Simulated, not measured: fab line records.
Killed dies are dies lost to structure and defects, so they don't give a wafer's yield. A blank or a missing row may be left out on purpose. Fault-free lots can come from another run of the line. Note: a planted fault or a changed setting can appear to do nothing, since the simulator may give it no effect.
Which of the tools did it? | flow n5-finfet | 12 lots with 36 wafers sampled at 4 steps, on a route of 1938 steps

WHAT EACH GAUGE READ, for each wafer
The record lacks any reading of a measuring or inspecting step that a usual standard deviation could be used to judge.

WHICH TOOL RAN EACH LOT (tool, then ch and the chambers of the sampled wafers, then the start)
lot  | N5_BEOL_M4_SPUTTER_92        | N5_BEOL_M5_CURE_79            | N5_BEOL_M5_PECVD_70             | N5_BEOL_M5_COAT_60
L415 | pvd-sputter-03, day 8 07:44  | uv-cure-02 ch 0, day 8 10:53  | pecvd-01 ch 0,1,2, day 8 11:22  | litho-track-04 ch 0, day 8 12:01
L417 | pvd-sputter-01, day 9 01:32  | uv-cure-02 ch 1, day 9 05:20  | pecvd-02 ch 0,2, day 9 05:44    | litho-track-01 ch 0, day 9 07:43
L418 | pvd-sputter-02, day 9 02:44  | uv-cure-01 ch 2, day 9 07:35  | pecvd-04 ch 0,1,2, day 9 08:08  | litho-track-04 ch 0, day 9 10:22
L419 | pvd-sputter-03, day 9 17:34  | uv-cure-03 ch 1, day 9 20:17  | pecvd-01 ch 0,1,2, day 9 20:45  | litho-track-01 ch 0, day 9 21:55
L421 | pvd-sputter-01, day 10 17:00 | uv-cure-03 ch 0, day 10 22:05 | pecvd-04 ch 0,1,2, day 10 22:33 | litho-track-04 ch 0, day 10 22:44
L420 | pvd-sputter-02, day 10 19:58 | uv-cure-02 ch 1, day 11 02:01 | pecvd-04 ch 1,2, day 11 02:34   | litho-track-04 ch 0, day 11 04:37
L424 | pvd-sputter-02, day 11 00:13 | uv-cure-03 ch 0, day 11 07:18 | pecvd-04 ch 0,1,2, day 11 07:52 | litho-track-02 ch 0, day 11 08:14
L433 | pvd-sputter-02, day 14 04:03 | uv-cure-02 ch 1, day 14 06:46 | pecvd-04 ch 0,1,2, day 14 07:19 | litho-track-04 ch 0, day 14 08:19
L434 | pvd-sputter-01, day 14 17:14 | uv-cure-03 ch 1, day 14 19:49 | pecvd-04 ch 0,1,2, day 14 20:22 | litho-track-04 ch 0, day 14 21:19
L435 | pvd-sputter-02, day 14 17:29 | uv-cure-01 ch 1, day 14 20:02 | pecvd-01 ch 1,2, day 14 20:35   | litho-track-01 ch 0, day 14 21:23
L436 | pvd-sputter-03, day 15 01:28 | uv-cure-01 ch 0, day 15 04:48 | pecvd-02 ch 1,2, day 15 05:11   | litho-track-01 ch 0, day 15 06:25
L437 | pvd-sputter-02, day 15 03:16 | uv-cure-03 ch 0, day 15 05:53 | pecvd-02 ch 0,2, day 15 06:26   | litho-track-04 ch 0, day 15 06:49
- N5_BEOL_M4_SPUTTER_92: material Cu, target thk 4.5 nm, time 8.29 s.
- N5_BEOL_M5_CURE_79: cures SiCOH lowk, time 240 s.
- N5_BEOL_M5_PECVD_70: deposits SiO2 from TEOS/O2, target thk 16 nm, time 18 s.
- N5_BEOL_M5_COAT_60: time 60 s, resist thk 12 nm.

AS READ BY THE TOOLS THEMSELVES (means over the sampled wafers that have a number; for cases with no such wafer, the mark the record gives instead)
N5_BEOL_M4_SPUTTER_92. Usual: throttle-valve-pct reads 30.8 % (standard deviation 1).
lot  | tool           | throttle-valve-pct (%) | flag
L415 | pvd-sputter-03 | 29.6                   |
L417 | pvd-sputter-01 | 30.7                   |
L418 | pvd-sputter-02 | 30.9                   |
L419 | pvd-sputter-03 | 29.4                   |
L421 | pvd-sputter-01 | 30.7                   |
L420 | pvd-sputter-02 | 30.4                   |
L424 | pvd-sputter-02 | 31.2                   |
L433 | pvd-sputter-02 | 31.3                   |
L434 | pvd-sputter-01 | 30.8                   |
L435 | pvd-sputter-02 | 31.4                   |
L436 | pvd-sputter-03 | 29.9                   |
L437 | pvd-sputter-02 | 30.5                   |

N5_BEOL_M5_CURE_79. Usual: lamp-power-pct 52.31 %, standard deviation 0.052; wafer_temp_C_max 386.9, standard deviation 0.5.
lot  | tool       | lamp-power-pct (%) | wafer_temp_C_max | flag
L415 | uv-cure-02 | 52.31              | 386.4            |
L417 | uv-cure-02 | 52.31              | 387.2            |
L418 | uv-cure-01 | 52.32              | 387.4            |
L419 | uv-cure-03 | 52.31              | 386.8            |
L421 | uv-cure-03 | 52.32              | 386.6            |
L420 | uv-cure-02 | 52.35              | 386.9            |
L424 | uv-cure-03 | 52.36              | 386.5            |
L433 | uv-cure-02 | 52.31              | 386.8            |
L434 | uv-cure-03 | 52.35              | 387.0            |
L435 | uv-cure-01 | 52.31              | 387.2            |
L436 | uv-cure-01 | 52.30              | 386.9            |
L437 | uv-cure-03 | 52.23              | 386.3            |

N5_BEOL_M5_PECVD_70. Usual: heater-power-w 695 W, standard deviation 93; showerhead-plenum-p-Torr 8.78 Torr, standard deviation 0.058; throttle-valve-pct 22.2 %, standard deviation 1.1.
lot  | tool     | heater-power-w (W) | showerhead-plenum-p-Torr (Torr) | throttle-valve-pct (%) | flag
L415 | pecvd-01 | 701                | 8.79                            | 21.5                   |
L417 | pecvd-02 | 749                | 8.72                            | 22.8                   |
L418 | pecvd-04 | 615                | 8.78                            | 22.8                   |
L419 | pecvd-01 | 673                | 8.79                            | 21.5                   |
L421 | pecvd-04 | 657                | 8.79                            | 22.9                   |
L420 | pecvd-04 | 630                | 8.84                            | 23.2                   |
L424 | pecvd-04 | 673                | 8.78                            | 22.7                   |
L433 | pecvd-04 | 619                | 8.80                            | 22.8                   |
L434 | pecvd-04 | 609                | 8.78                            | 22.9                   |
L435 | pecvd-01 | 700                | 8.79                            | 22.0                   |
L436 | pecvd-02 | 820                | 8.73                            | 20.9                   |
L437 | pecvd-02 | 803                | 8.72                            | 21.8                   |

N5_BEOL_M5_COAT_60. Usual: run-length-s reads 66.05 s (standard deviation 0.22).
lot  | tool           | run-length-s (s) | flag
L415 | litho-track-04 | 66.01            |
L417 | litho-track-01 | 66.14            |
L418 | litho-track-04 | 66.10            |
L419 | litho-track-01 | 65.90            |
L421 | litho-track-04 | 68.63            | OFF
L420 | litho-track-04 | 68.56            | OFF
L424 | litho-track-02 | 66.51            |
L433 | litho-track-04 | 65.88            |
L434 | litho-track-04 | 65.92            |
L435 | litho-track-01 | 66.01            |
L436 | litho-track-01 | 66.07            |
L437 | litho-track-04 | 65.92            |

THE ANSWER, worked out from the rows above alone
Rule: lot off if the mean of its wafers having a number is beyond 3 standard deviations from the usual mean. A lot without any number at a reading at which 4 lots or more have one is off too. Where the step has rows for the other lots, those lots are counted as sound. After the gauges, taken in route order, come the tools' own readings; for these a lot's mean is taken, as printed above. The first step at which some lot is off is used, and at that step the reading that is off furthest; a lot without a number counts as furthest.
Off: L421, L420 (N5_BEOL_M5_COAT_60, run-length-s).
A tool fits if, at that step or a process step before it, it ran every lot that is off, and no sound lot after the first of them. Of those tried, none fits.

WHAT HAD BEEN PUT IN BY THE SIMULATOR
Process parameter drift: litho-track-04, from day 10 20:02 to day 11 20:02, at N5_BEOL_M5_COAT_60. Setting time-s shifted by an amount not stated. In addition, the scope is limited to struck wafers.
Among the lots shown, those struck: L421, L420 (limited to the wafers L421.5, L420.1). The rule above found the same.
